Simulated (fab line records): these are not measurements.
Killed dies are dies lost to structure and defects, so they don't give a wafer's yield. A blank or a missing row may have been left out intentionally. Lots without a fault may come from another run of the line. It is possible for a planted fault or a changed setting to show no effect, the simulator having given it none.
Chamber matching    flow nandHarc    NHARC_A_CHANNEL_FILL_D1_ALD_25 on aldHk-03: 4 sister chambers
The step deposits SiOx, target thk 60 nm, pulse time 10 s, ald cycles 600. 4 wafers are shown with their chamber, then 7 later ones without.

## WAFERS PAIRED WITH THEIR CHAMBERS
wafer   chamber  heaterPowerW (W)
L957.3  2        457
L959.3  0        459
L969.4  1        466
L969.1  3        397

## WAFERS WHOSE CHAMBER IS MISSING
wafer   heaterPowerW (W)
L969.6  463
L973.2  470
L973.4  436
L973.5  442
L975.2  466
L975.3  473
L975.6  397

## EACH ONE'S CHAMBER
wafer   from the rows above                in truth
L969.6  can't be placed: 1 or 0 or 2       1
L973.2  can't be placed: 1 or 0 or 2       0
L973.4  can't be placed: 2 or 0 or 1 or 3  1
L973.5  can't be placed: 2 or 0 or 1       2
L975.2  can't be placed: 1 or 0 or 2       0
L975.3  can't be placed: 1 or 0 or 2       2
L975.6  3                                  3
Placed correctly: 1 of 7. These rows do not allow placing 6 (true chamber among the candidates in 6). Number placed wrongly: 0.
How it was worked out, from the rows above alone: a wafer's distance from a chamber is the root of the sum, over the readings, of the square of ((its reading less the chamber's mean) divided by the reading's scatter). If the next closest chamber is less than 2 further off than the closest, the wafer can't be placed; otherwise it belongs to the closest. Each chamber's mean is taken over the wafers shown for it. The scatter (one wafer shown for each chamber): square how far every hidden wafer sits from the nearest shown wafer, average those squares and take the square root.
